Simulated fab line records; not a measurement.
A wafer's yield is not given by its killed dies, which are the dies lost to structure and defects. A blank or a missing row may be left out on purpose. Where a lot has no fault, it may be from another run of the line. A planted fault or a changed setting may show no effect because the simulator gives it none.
Matching of chambers + flow nandHarc + 4 sister chambers for NHARC_P_M1_STRIP_18 on rieDiel-08
The step strips in N2/H2. 14 wafers are shown with their chamber, then 7 later ones without.

## WAFERS, EACH WITH ITS CHAMBER
| wafer  | chamber | showerheadPlenumPTorr (Torr) | drypumpMotorCurrentA (A) | rfVppV (V) |
|--------|---------|------------------------------|--------------------------|------------|
| L161.1 | 3       | 1.96                         | 5.6                      | 91.3       |
| L161.3 | 0       | 2.00                         | 5.5                      | 89.8       |
| L161.6 | 2       | 2.21                         | 5.8                      | 91.7       |
| L171.1 | 1       | 1.96                         | 5.7                      | 87.9       |
| L171.5 | 1       | 1.96                         | 5.7                      | 89.2       |
| L171.6 | 2       | 2.21                         | 5.8                      | 90.3       |
| L174.1 | 0       | 2.00                         | 5.5                      | 90.8       |
| L174.5 | 3       | 1.96                         | 5.6                      | 90.6       |
| L174.6 | 0       | 2.00                         | 5.5                      | 89.8       |
| L177.2 | 1       | 1.96                         | 5.6                      | 90.2       |
| L177.3 | 0       | 2.00                         | 5.5                      | 90.0       |
| L177.6 | 2       | 2.20                         | 5.8                      | 90.7       |
| L179.1 | 0       | 2.00                         | 5.5                      | 90.5       |
| L179.2 | 3       | 1.96                         | 5.6                      | 88.9       |

SIGNATURES (means of the wafers above)
| reading               | chamber 0 | chamber 1 | chamber 2 | chamber 3 | scatter within a chamber |
|-----------------------|-----------|-----------|-----------|-----------|--------------------------|
| showerheadPlenumPTorr | 2.0000    | 1.9600    | 2.2067    | 1.9600    | 0.00258                  |
| drypumpMotorCurrentA  | 5.500     | 5.667     | 5.800     | 5.600     | 0.0258                   |
| rfVppV                | 90.180    | 89.100    | 90.900    | 90.267    | 0.869                    |
Rule: a wafer's distance from a chamber is the root of the sum, over the readings, of the square of ((its reading less the chamber's mean) divided by the reading's scatter). The wafer belongs to the nearest chamber; if the next one is less than 2 further off, it can't be placed. How the scatter is found: for the shown wafers, subtract from each reading the mean of its chamber, square and add these, divide the total by (wafers less chambers), then take the root.

## WAFERS WITH NO CHAMBER GIVEN
| wafer  | showerheadPlenumPTorr (Torr) | drypumpMotorCurrentA (A) | rfVppV (V) |
|--------|------------------------------|--------------------------|------------|
| L179.4 | 1.96                         | 5.6                      | 89.3       |
| L182.3 | 1.96                         | 5.6                      | 91.0       |
| L182.4 | 1.96                         | 5.6                      | 89.2       |
| L182.5 | 1.96                         | 5.6                      | 91.1       |
| L183.2 | 2.00                         | 5.5                      | 91.0       |
| L183.3 | 2.20                         | 5.8                      | 90.3       |
| L183.5 | 2.20                         | 5.8                      | 91.4       |

## EACH ONE'S CHAMBER
| wafer  | from the rows above     | in truth                   |
|--------|-------------------------|----------------------------|
| L179.4 | can't be placed: 3 or 1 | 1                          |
| L182.3 | 3                       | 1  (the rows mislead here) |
| L182.4 | can't be placed: 3 or 1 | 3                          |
| L182.5 | 3                       | 3                          |
| L183.2 | 0                       | 0                          |
| L183.3 | 2                       | 2                          |
| L183.5 | 2                       | 2                          |
4 of 7 placed correctly. Unplaceable from these rows: 2, with the true chamber sitting among the candidates in 2. 1 placed wrongly.
